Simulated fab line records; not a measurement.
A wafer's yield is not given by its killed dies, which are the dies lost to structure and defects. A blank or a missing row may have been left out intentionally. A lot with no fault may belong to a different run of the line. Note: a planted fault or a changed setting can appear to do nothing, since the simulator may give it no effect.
fab line records    flow nandHarc
[record] lots = 12  wafers = 36  lastDay = 24
route steps=1159 shown P_ZERO_WELL@18 P_STI@89 P_GATE@143 END@1159
lots that met no fault: taken from a fault-free run of the same line
startH: hours from the record's opening day to when the first of the lot's shown wafers began    waitH: hours elapsed since this lot's preceding step    " same as the row above    L1.1+2: several wafers, shown together as one row    - no value, or no start was given    * or withheld: withheld    < > ~ a bound
route shown NAME@n: names a module that has steps shown in the file, with the first one's number in the route    usual: mean and standard deviation over wafers with no fault    same: alike in all rows    chamber/n: place in a boat    sites: per-site readings    _std_site: their standard deviation    _edge_site: inner sites' mean taken away from outer sites' mean    radiusMm: for every site, how far away it sits from the centre of the wafer    mask NAME#n: copy n    behind: the last tool/chamber to shape the wafer    hold: reason for holding the lot/hours on hold/outcome of the hold    device: transistor that didn't switch, given as n, p or np    end of line: at the end of the route, the tests of the same wafers    a step with no rows: only its recipe    killed: dies lost to structure and defects at the first sort, not the wafer's yield    map: shows each die of a wafer: x if killed, . if not, _ if none is there
set.NAME: the run value of the setting; set.NAME@STEP: its run value at that earlier step    model.NAME: the simulator's own value behind a step, which no gauge read
a sample of lots followed through the steps of the route, with each step as a table and each wafer as a row
services: a tool's chamber out of use, with start hour (startH, from the record's first day; less than 0 if before it), hours out, and reason
[[steps]]
[step NHARC_P_ZERO_WELL_ETCH_62]
[recipe] targetDepthA = 130  timeS = 6.5  chf3FlowSccm = 50  arFlowSccm = 200  rfW = 500  biasW = 200  chemistry = CHF3/Ar
[usual] biasW = 200.1/0.52  chamberPressureMTorr = 25.001/0.026  drypumpMotorCurrentA = 5.6/0.6  oesProductAu = 0.956/0.019  rfVppV = 369.0/1.9  showerheadPlenumPTorr = 2.27/0.076  throttleValvePct = 20.217/0.0087
lot.wafer  tool        chamber  startH  waitH  biasW  chamberPressureMTorr  drypumpMotorCurrentA  oesProductAu  rfHoursCounterH  rfVppV  showerheadPlenumPTorr  throttleValvePct
L735.4     rieDiel-12  2        -       -      199.6  24.976                6.5                   0.974         10.7             366.4   2.20                   20.223
L735.2     "           3        "       "      199.8  25.025                5.1                   0.976         9.5              368.5   2.21                   20.224
L735.3     "           0        "       "      200.6  25.057                5.9                   0.957         8.0              367.6   2.22                   20.210
L736.3     rieDiel-06  1        -       -      200.0  24.980                6.3                   0.921         7.9              365.6   2.21                   20.215
L736.4     "           0        "       "      200.9  24.978                5.8                   0.948         7.2              371.4   2.32                   20.220
L736.6     "           2        "       "      199.6  24.975                5.7                   0.925         -                367.6   2.23                   20.217
L737.1     rieDiel-06  2        -       -      199.3  24.920                5.8                   0.953         8.3              367.5   2.23                   20.216
L737.6     "           1        "       "      199.7  24.995                6.3                   0.969         -                367.6   2.20                   20.212
L737.5     "           2        "       "      199.9  25.035                5.8                   0.951         -                367.2   2.23                   20.226
L740.2     rieDiel-06  1        -       -      200.6  25.000                6.2                   0.925         9.3              368.0   2.20                   20.223
L740.1     "           0        "       "      199.5  25.010                5.7                   0.929         9.3              370.1   2.32                   20.210
L740.6     "           1        "       "      200.2  24.980                6.3                   0.926         -                367.1   2.20                   20.225
L745.1     rieDiel-12  0        -       -      200.5  24.992                6.0                   0.960         3.0              368.5   2.22                   20.214
L745.2     "           1        "       "      200.0  24.990                4.8                   0.970         3.3              371.5   2.33                   20.208
L745.5     "           2        "       "      199.1  25.021                6.5                   0.956         -                368.1   2.20                   20.206
L746.1     rieDiel-05  0        -       -      200.5  25.024                5.0                   0.962         5.9              368.5   2.30                   20.214
L746.4     "           1        "       "      200.6  24.987                5.2                   0.959         6.0              369.0   2.29                   20.228
L746.6     "           2        "       "      200.3  24.990                5.3                   0.965         -                370.3   2.36                   20.230
L747.1     rieDiel-12  0        -       -      199.8  25.002                5.9                   0.955         4.7              367.6   2.22                   20.231
L747.6     "           3        "       "      200.1  25.012                5.1                   0.951         -                367.7   2.21                   20.204
L747.5     "           0        "       "      200.1  24.990                5.9                   0.953         -                366.9   2.22                   20.215
L749.3     rieDiel-05  1        -       -      200.4  25.001                5.2                   0.952         6.5              369.0   2.29                   20.225
L749.2     "           3        "       "      199.6  24.988                6.0                   0.959         6.1              368.4   2.23                   20.219
L749.6     "           0        "       "      199.8  25.007                4.9                   0.951         -                369.9   2.30                   20.229
L750.1     rieDiel-06  1        -       -      200.9  24.991                6.3                   0.958         2.6              368.4   2.20                   20.220
L750.6     "           0        "       "      200.2  24.964                5.8                   0.962         -                370.2   2.32                   20.226
L750.5     "           1        "       "      200.8  25.016                6.3                   0.952         -                365.5   2.20                   20.213
L753.4     rieDiel-05  2        -       -      200.3  24.975                5.4                   0.929         7.0              370.8   2.36                   20.239
L753.5     "           2        "       "      200.1  25.023                5.4                   0.933         -                371.3   2.36                   20.213
L753.6     "           3        "       "      199.9  25.026                6.0                   0.959         -                368.3   2.23                   20.206
L756.1     rieDiel-12  3        -       -      200.5  25.002                5.1                   0.958         9.9              367.7   2.21                   20.201
L756.4     "           0        "       "      200.9  25.014                5.9                   0.948         10.4             368.3   2.21                   20.211
L756.2     "           1        "       "      200.0  24.997                4.8                   0.979         9.6              370.8   2.33                   20.211
L757.3     rieDiel-06  1        -       -      199.3  24.990                6.2                   0.967         5.9              368.1   2.20                   20.219
L757.4     "           3        "       "      200.9  24.950                4.7                   0.976         6.8              373.0   2.44                   20.241
L757.6     "           1        "       "      200.0  24.961                6.3                   0.961         -                367.7   2.20                   20.207
[step NHARC_P_STI_ETCH_31]
[recipe] targetDepthA = 1089  timeS = 54.5  cf4FlowSccm = 100  chf3FlowSccm = 30  arFlowSccm = 0  rfW = 500  biasW = 200  chemistry = CF4/CHF3
[usual] biasW = 200.0/0.55  cf4FlowSccm = 100.0/0.31  drypumpMotorCurrentA = 5.6/0.41  oesProductAu = 0.961/0.022  rfVppV = 370.8/2.7  showerheadPlenumPTorr = 1.58/0.077  throttleValvePct = 16.800/0.0094
lot.wafer  tool        chamber  startH  waitH  biasW  cf4FlowSccm  drypumpMotorCurrentA  oesProductAu  rfHoursCounterH  rfVppV  showerheadPlenumPTorr  throttleValvePct
L735.4     rieDiel-04  3        38.24   -      200.3  100.1        5.5                   0.937         6.5              369.2   1.54                   16.810
L735.3     "           0        "       "      200.4  100.2        5.3                   0.942         6.3              373.7   1.69                   16.798
L735.2     "           1        "       "      200.1  100.0        6.0                   0.966         6.1              368.7   1.53                   16.797
L736.3     rieDiel-11  2        38.30   -      199.9  99.7         5.6                   0.998         0.2              368.7   1.50                   16.781
L736.4     "           0        "       "      199.6  99.9         5.6                   0.958         0.2              367.4   1.47                   16.802
L736.6     "           1        "       "      200.4  100.1        5.5                   0.991         -                371.9   1.59                   16.795
L737.1     rieDiel-10  2        47.43   -      200.3  100.1        5.8                   0.942         0.8              372.2   1.67                   16.807
L737.5     "           2        "       "      200.3  100.3        5.8                   0.950         -                375.1   1.67                   16.804
L737.6     "           3        "       "      200.6  99.9         6.4                   0.966         -                371.9   1.59                   16.822
L740.2     rieDiel-04  0        65.27   -      200.7  100.1        5.3                   0.979         7.3              374.0   1.69                   16.796
L740.1     "           3        "       "      200.7  99.4         5.5                   0.945         7.8              369.7   1.54                   16.806
L740.6     "           1        "       "      199.0  99.8         6.0                   0.978         -                368.7   1.52                   16.801
L745.1     rieDiel-04  3        96.99   -      -      -            -                     -             -                -       -                      -
L745.2     "           1        "       "      -      -            -                     -             -                -       -                      -
L745.5     "           0        "       "      -      -            -                     -             -                -       -                      -
L746.1     rieDiel-11  2        101.25  -      -      -            -                     -             -                -       -                      -
L746.4     "           3        "       "      -      -            -                     -             -                -       -                      -
L746.6     "           1        "       "      -      -            -                     -             -                -       -                      -
L747.1     rieDiel-11  1        109.34  -      -      -            -                     -             -                -       -                      -
L747.5     "           0        "       "      -      -            -                     -             -                -       -                      -
L747.6     "           1        "       "      -      -            -                     -             -                -       -                      -
L749.2     rieDiel-11  3        116.60  -      199.0  99.5         6.1                   0.967         3.3              373.7   1.68                   16.799
L749.3     "           1        "       "      201.0  99.5         5.5                   0.974         3.2              370.9   1.59                   16.799
L749.6     "           3        "       "      200.3  99.1         6.1                   0.958         -                373.8   1.68                   16.802
L750.1     rieDiel-04  3        125.71  -      200.1  100.1        5.5                   0.960         0.1              368.5   1.54                   16.793
L750.6     "           2        "       "      200.5  100.1        5.8                   0.958         -                369.0   1.52                   16.805
L750.5     "           3        "       "      199.3  99.6         5.5                   0.958         -                368.6   1.54                   16.792
L753.4     rieDiel-11  3        141.82  -      198.7  100.3        6.1                   0.981         3.7              375.1   1.68                   16.804
L753.5     "           0        "       "      199.7  100.1        5.6                   0.970         -                366.2   1.47                   16.800
L753.6     "           1        "       "      199.0  99.3         5.5                   0.979         -                372.1   1.59                   16.794
L757.3     rieDiel-11  0        166.51  -      200.1  99.9         5.6                   0.951         4.7              368.5   1.47                   16.804
L757.4     "           3        "       "      200.1  100.1        6.1                   0.939         4.8              375.1   1.68                   16.809
L757.6     "           0        "       "      200.4  100.2        5.6                   0.963         -                366.6   1.47                   16.803
L756.4     rieDiel-04  2        166.67  -      200.2  99.9         5.8                   0.964         1.9              368.6   1.52                   16.817
L756.1     "           3        "       "      198.8  99.9         5.4                   0.972         2.1              368.3   1.54                   16.798
L756.2     "           1        "       "      200.9  99.6         6.0                   0.976         1.9              368.7   1.52                   16.809
[step NHARC_P_GATE_INSPECT_28]
[usual] rawDefectCount = 6.6/2.9
lot.wafer  tool              chamber  startH  waitH  rawDefectCount
L735.2     defectInspect-02  -        94.85   0.0    8
L735.3     "                 -        "       "      13
L735.4     "                 -        "       "      13
L736.3     defectInspect-01  -        95.35   0.0    7
L736.4     "                 -        "       "      6
L736.6     "                 -        "       "      11
L737.1     defectInspect-01  -        103.36  0.0    7
L737.5     "                 -        "       "      2
L737.6     "                 -        "       "      3
L740.1     defectInspect-02  -        118.88  0.0    9
L740.2     "                 -        "       "      6
L740.6     "                 -        "       "      6
L749.2     defectInspect-01  -        168.30  0.0    9
L749.3     "                 -        "       "      5
L749.6     "                 -        "       "      7
L750.1     defectInspect-01  -        179.45  0.0    8
L750.5     "                 -        "       "      14
L750.6     "                 -        "       "      9
L753.4     defectInspect-02  -        198.97  0.0    3
L753.5     "                 -        "       "      8
L753.6     "                 -        "       "      7
L757.3     defectInspect-02  -        220.50  0.0    5
L757.4     "                 -        "       "      5
L757.6     "                 -        "       "      5
L756.1     defectInspect-02  -        220.78  0.0    6
L756.2     "                 -        "       "      6
L756.4     "                 -        "       "      11
[step NHARC_P_GATE_DESCUM_31]
[recipe] timeS = 3  o2FlowSccm = 200  arFlowSccm = 0  biasPowerW = 0  chemistry = O2
[usual] drypumpMotorCurrentA = 5.7/0.4  oesProductAu = 0.997/0.01  rfVppV = 57.8/0.87  showerheadPlenumPTorr = 1.91/0.077  throttleValvePct = 11.312/0.008
lot.wafer  tool        chamber  startH  waitH  drypumpMotorCurrentA  oesProductAu  rfHoursCounterH  rfVppV  showerheadPlenumPTorr  throttleValvePct
L735.3     rieDiel-13  1        94.92   0.1    5.5                   0.994         32               58.5    1.84                   11.316
L735.4     "           2        "       "      5.9                   1.010         25               57.6    1.85                   11.327
L735.2     "           3        "       "      6.0                   1.022         31               57.8    1.98                   11.311
L736.4     rieDiel-01  1        95.41   0.1    5.1                   1.015         45               56.2    1.83                   11.315
L736.3     "           3        "       "      5.4                   0.982         45               58.3    1.90                   11.301
L736.6     "           1        "       "      5.1                   1.009         -                57.1    1.83                   11.300
L737.1     rieDiel-01  1        103.45  0.1    5.1                   1.015         48               57.4    1.83                   11.313
L737.6     "           3        "       "      5.4                   0.976         -                57.2    1.90                   11.308
L737.5     "           0        "       "      6.7                   1.006         -                56.5    1.80                   11.322
L740.1     rieDiel-07  3        118.94  0.1    5.3                   0.986         22               58.7    1.91                   11.325
L740.2     "           1        "       "      5.7                   0.991         22               59.0    1.92                   11.306
L740.6     "           0        "       "      5.8                   0.991         -                59.5    2.07                   11.323
L749.2     rieDiel-07  0        168.45  0.1    5.8                   1.008         43               59.0    2.06                   11.321
L749.3     "           1        "       "      5.6                   1.009         41               57.9    1.91                   11.309
L749.6     "           3        "       "      5.2                   1.001         -                57.0    1.91                   11.310
L750.1     rieDiel-07  2        179.53  0.1    6.0                   0.992         46               58.8    1.94                   11.306
L750.6     "           0        "       "      5.8                   1.017         -                57.5    2.06                   11.314
L750.5     "           2        "       "      6.0                   0.996         -                56.8    1.94                   11.317
L753.4     rieDiel-01  2        199.04  0.1    6.0                   1.002         19               58.4    1.98                   11.321
L753.6     "           0        "       "      6.7                   1.012         -                57.6    1.79                   11.306
L753.5     "           1        "       "      5.1                   1.002         -                57.4    1.82                   11.311
L757.3     rieDiel-13  2        220.56  0.1    6.0                   0.997         22               56.5    1.84                   11.316
L757.4     "           1        "       "      5.4                   0.981         22               57.1    1.83                   11.294
L757.6     "           2        "       "      6.0                   1.000         -                56.9    1.84                   11.300
L756.1     rieDiel-01  1        220.84  0.1    5.1                   1.007         31               57.1    1.82                   11.315
L756.4     "           2        "       "      6.0                   0.994         28               59.6    1.97                   11.323
L756.2     "           3        "       "      5.4                   0.989         27               57.9    1.89                   11.320
[step NHARC_END_SORT_01]
[recipe] tempC = 25
[usual] killedAtArray = 29/10  killedAtOther = 0.7/1.1  killedAtPeriphery = 3.2/2.2  killedDies = 33/11  killedOpen = 3.5/1.8  killedShort = 2.0/1.4
[same] grossDies = 677
lot.wafer  tool       chamber  startH  waitH  killedAtArray  killedAtOther  killedAtPeriphery  killedDies  killedOpen  killedShort
L745.1     prober-01  0        505.93  2.5    26             1              650                677         3           1
L745.2     prober-01  0        506.72  2.8    26             2              649                677         2           2
L745.5     prober-01  0        509.11  3.7    29             1              647                677         2           3
L747.1     prober-02  0        506.07  2.5    42             0              635                677         3           5
L747.5     prober-02  0        509.29  3.7    54             0              623                677         0           3
L747.6     prober-02  0        510.10  4.0    37             0              640                677         2           2
L746.1     prober-02  0        513.93  2.5    38             0              639                677         3           1
L746.4     prober-02  0        516.32  3.4    43             1              633                677         5           3
L746.6     prober-02  0        517.90  4.0    39             1              637                677         4           2
// killed by level:class
L745.1 P_STI:areaEtch=650 A_CHANNEL_HOLE_D1:chamberFilmFlake=12 A_STAIRCASE:chamberFilmFlake=4 A_CONTACT:chamberFilmFlake=4 A_M0:geometricParticle:open=2 A_SLIT:chamberFilmFlake=2 A_CONTACT:geometricParticle:short=1 A_CONTACT:geometricParticle:open=1
L747.1 P_STI:areaEtch=631 A_CHANNEL_HOLE_D1:chamberFilmFlake=15 A_SLIT:chamberFilmFlake=13 A_CHANNEL_HOLE_D1:geometricParticle:short=3 P_M2:chamberFilmFlake=3 A_STAIRCASE:chamberFilmFlake=3 A_CONTACT:chamberFilmFlake=3 A_ONON_D1:geometricParticle:open=2
L745.2 P_STI:areaEtch=649 A_CHANNEL_HOLE_D1:chamberFilmFlake=12 A_STAIRCASE:chamberFilmFlake=5 A_SLIT:chamberFilmFlake=3 A_CONTACT:chamberFilmFlake=2 THIN_TSV:chamberFilmFlake=2 A_ONON_D1:geometricParticle:short=1 A_CHANNEL_FILL_D1:geometricParticle:open=1
L745.5 P_STI:areaEtch=646 A_CHANNEL_HOLE_D1:chamberFilmFlake=14 A_SLIT:chamberFilmFlake=5 A_STAIRCASE:chamberFilmFlake=3 A_CONTACT:geometricParticle:open=2 A_CONTACT:chamberFilmFlake=2 A_ONON_D1:geometricParticle:short=1 A_CHANNEL_FILL_D1:geometricParticle:short=1
L747.5 P_STI:areaEtch=623 A_CHANNEL_HOLE_D1:chamberFilmFlake=19 A_SLIT:chamberFilmFlake=16 A_STAIRCASE:chamberFilmFlake=9 A_CONTACT:chamberFilmFlake=4 A_WL_FILL:chamberFilmFlake=3 A_CHANNEL_FILL_D1:geometricParticle:short=1 A_WL_FILL:geometricParticle:short=1
L747.6 P_STI:areaEtch=638 A_CHANNEL_HOLE_D1:chamberFilmFlake=13 A_SLIT:chamberFilmFlake=11 A_STAIRCASE:chamberFilmFlake=7 A_M0:geometricParticle:open=2 A_CONTACT:chamberFilmFlake=2 P_CONTACT:geometricParticle:short=1 A_CONTACT:geometricParticle:short=1
L746.1 P_STI:areaEtch=631 A_CHANNEL_HOLE_D1:chamberFilmFlake=19 A_SLIT:chamberFilmFlake=12 A_STAIRCASE:chamberFilmFlake=5 P_M2:chamberFilmFlake=4 P_GATE:chamberFilmFlake=2 P_GATE:geometricParticle:open=1 P_M2:geometricParticle:open=1
L746.4 P_STI:areaEtch=625 A_CHANNEL_HOLE_D1:chamberFilmFlake=14 A_STAIRCASE:chamberFilmFlake=13 A_SLIT:chamberFilmFlake=7 P_M2:chamberFilmFlake=6 A_ONON_D1:geometricParticle:open=2 A_CHANNEL_FILL_D1:geometricParticle:short=2 A_CONTACT:geometricParticle:open=2
L746.6 P_STI:areaEtch=630 A_CHANNEL_HOLE_D1:chamberFilmFlake=19 A_SLIT:chamberFilmFlake=10 P_M2:chamberFilmFlake=5 A_STAIRCASE:chamberFilmFlake=4 A_SGD_CUT:geometricParticle:open=2 P_GATE:geometricParticle:short=1 A_ONON_D1:geometricParticle:open=1
[[services]]
tool        chamber  startH  hours  kind
rieDiel-01  0        -8.12   3.8    repair
rieDiel-04  -        -3.76   1.4    repair
rieDiel-11  -        12.50   9.0    pm
rieDiel-12  -        25.40   9.0    pm
rieDiel-07  3        32.25   1.5    repair
rieDiel-11  0        36.48   1.2    repair
rieDiel-11  0        48.93   3.5    repair
rieDiel-07  -        51.39   9.0    pm
rieDiel-01  -        52.67   0.7    repair
rieDiel-06  -        64.21   9.0    pm
rieDiel-04  -        111.90  9.0    pm
rieDiel-11  1        122.80  3.4    repair
rieDiel-11  0        128.19  1.5    repair
rieDiel-06  1        132.28  3.8    repair
rieDiel-01  0        136.38  7.9    repair
rieDiel-01  -        137.93  9.0    pm
rieDiel-12  0        142.69  1.5    repair
rieDiel-12  1        151.24  1.4    repair
rieDiel-05  -        158.67  1.0    repair
rieDiel-05  -        163.60  9.0    pm
rieDiel-07  3        178.24  7.3    repair
rieDiel-11  -        189.50  9.0    pm
rieDiel-12  -        202.40  9.0    pm
rieDiel-06  2        202.96  13.3   repair
[[key]]
[firstSign] step = NHARC_P_STI_ETCH_31  reading = toolRecord  direction = missing
[effect] step = NHARC_END_SORT_01  reading = killedAtPeriphery  direction = up  sigmas = 99+  usual = 3.2  struck = 639.2
[moreKillsBornAt] NHARC_P_STI_ETCH_31@rieDiel-11 = 3778  NHARC_P_STI_ETCH_31@rieDiel-04 = 1945
metAt NHARC_P_STI_ETCH_31
struckLots L745,L746,L747
laterRowsLeftOut L745.1,L745.2,L745.5,L746.1,L746.4,L746.6,L747.1,L747.5,L747.6
testerLeftOut L745,L746,L747
notActingAt NHARC_P_ZERO_WELL_ETCH_62,NHARC_P_GATE_INSPECT_28,NHARC_P_GATE_DESCUM_31
onsetBetween 65.27 96.99
[fault] kind = skippedStepWhole  tool = rieDiel-04,rieDiel-11  chamber = -  onsetH = 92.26  steps = NHARC_P_STI_ETCH_31  scope = struckLotsOnly
// testerLeftOut: of these lots the tester's yield and bins aren't shown, on N5 and GAA mostly nor the transistor test; their killed dies are dies lost to structure and defects alone, not to doping, threshold or leakage, so they don't give the yield
// laterRowsLeftOut: the simulator's readings of these wafers behind a module that went badly wrong aren't trusted and aren't shown, but for the sort
